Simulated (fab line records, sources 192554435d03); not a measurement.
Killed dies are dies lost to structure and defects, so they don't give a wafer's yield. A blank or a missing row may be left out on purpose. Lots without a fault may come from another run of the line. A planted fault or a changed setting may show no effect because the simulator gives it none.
Split-lot experiment | flow n5_finfet | 7 lots, 21 wafers read, on a route of 1938 steps

THE SPLIT
At N5_BEOL_M13_EXPOSE_07 (exposes mask V12), the setting dose_mj was moved away from the recipe's 24.8 on 6 of the 21 wafers read, by -6.6% to +7.5%. The other wafers ran this setting at the recipe's value.

FROM THE SPLIT TO THE READING: what the file shows between them, 11 steps
- N5_BEOL_M13_PEB_08: peb time 90 s
- N5_BEOL_M13_DEVELOP_09: develop time 45 s
- N5_BEOL_M13_HARDBAKE_14: time 120 s
- N5_BEOL_M13_CD_MEAS_10: target cd 190 nm
- N5_BEOL_M13_DESCUM_15: chemistry O2, time 7.9 s
- N5_BEOL_M13_ETCH_59: etches BARC in N2/H2, target depth 89 nm, overetch 26.7 nm, time 67.9 s
- N5_BEOL_M13_VIA_ETCH_16: etches SiOC in C4F8/O2/Ar, target depth 921.7 nm
- N5_BEOL_M13_STRIP_63: strips in N2/H2
- N5_BEOL_M13_STRIP_64: strips in N2/H2
- N5_BEOL_M13_STRIP_71: strips in post etch residue remover, time 60 s
- N5_BEOL_M13_SRD_72: time 30 s, dry time 30 s

THE READING
cd_nm, in nm, at N5_BEOL_M13_CD_MEAS_17 (target cd 190 nm). Fault-free wafers of this fab line usually give 190.1 nm, standard deviation 1.5 nm.

wafer  | tool, chamber at the split | dose_mj as run | against the recipe | cd_nm, nm | against lot-mates on the recipe
L076.1 | krf_scanner-02, 0          | 24.8           | recipe             | 188.7     | -
L076.3 | krf_scanner-02, 0          | 24.8           | recipe             | 190.3     | -
L076.5 | krf_scanner-02, 0          | 24.8           | recipe             | 191.1     | -
L080.1 | krf_scanner-01, 0          | 24.8           | recipe             | 189.4     | -
L080.2 | krf_scanner-01, 0          | 24.8           | recipe             | 191.5     | -
L080.3 | krf_scanner-01, 0          | 24.8           | recipe             | 187.5     | -
L081.2 | krf_scanner-01, 0          | 24.8           | recipe             | 194.4     | -
L081.3 | krf_scanner-01, 0          | 25.79          | +4.0%              | 196.2     | +1.8
L081.5 | krf_scanner-01, 0          | 25.79          | +4.0%              | 197.4     | +3.0
L089.1 | krf_scanner-01, 0          | 26.17          | +5.5%              | 197.6     | +5.5
L089.2 | krf_scanner-01, 0          | 24.8           | recipe             | 192.1     | -
L089.4 | krf_scanner-01, 0          | 26.17          | +5.5%              | 197.8     | +5.7
L088.3 | krf_scanner-02, 0          | 24.8           | recipe             | 191.7     | -
L088.4 | krf_scanner-02, 0          | 26.65          | +7.5%              | 199.9     | +8.0
L088.5 | krf_scanner-02, 0          | 24.8           | recipe             | 192.1     | -
L097.1 | krf_scanner-01, 0          | 24.8           | recipe             | 191.2     | -
L097.2 | krf_scanner-01, 0          | 24.8           | recipe             | 188.6     | -
L097.4 | krf_scanner-01, 0          | 23.16          | -6.6%              | 180.9     | -9.0
L095.2 | krf_scanner-02, 0          | 24.8           | recipe             | 188.0     | -
L095.4 | krf_scanner-02, 0          | 24.8           | recipe             | 189.2     | -
L095.5 | krf_scanner-02, 0          | 24.8           | recipe             | 190.1     | -

THE FIT
A straight line over all 21 wafers: cd_nm changes by +1.38 nm for each +1% of dose_mj; r = +0.93; the points scatter about the line by 1.7 nm.
The same after taking each lot's own level away (the mean of its wafers on the recipe; 21 wafers): +1.07 nm for each +1%; r = +0.94; scatter 1.2 nm.
On that fit, the largest move of dose_mj shifts the reading by 8 nm.
The lots' own levels span 189.10 to 194.40 nm, that is 3.5 times the standard deviation above.
So the lot-to-lot level changes the slope: the two fits differ.
Check: with one of the wafers moved furthest among these (+7.5%) left out of the fit, the line predicts +7.57 nm for it against its lot-mates. It came out at +8 nm against them.

OTHER SPLITS ON THESE WAFERS
These wafers also went through other splits before the reading. Each is held against what the fit with the lots' levels taken away leaves over:
other split on the same wafers    | wafers away from the commonest value | r with cd_nm (lot level and that fit taken away)
N5_BEOL_M10_EXPOSE_25 dose_mj     | 3                                    | -0.05
N5_BEOL_M10_VIA_ETCH_34 source_w  | 8                                    | +0.09
N5_BEOL_M11_ETCH_66 time_s        | 7                                    | +0.08
N5_BEOL_M11_TRENCH_ETCH_37 bias_w | 4                                    | +0.19
N5_BEOL_M13_ILD_DEP_00 time_s     | 7                                    | +0.29

THE WHOLE CHAIN: every reading that the file lists as answering this split, in the file's order
step                   | what it does     | reading | change (the file's fit)              | r (the file's)
N5_BEOL_M13_CD_MEAS_10 | target cd 190 nm | cd_nm   | +1.08 nm for each +1% of the setting | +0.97
N5_BEOL_M13_CD_MEAS_17 | target cd 190 nm | cd_nm   | +1.09 nm for each +1% of the setting | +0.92

THE FILE'S OWN FIT
cd_nm changes by +1.09 nm for each +1% of dose_mj, r = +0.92.
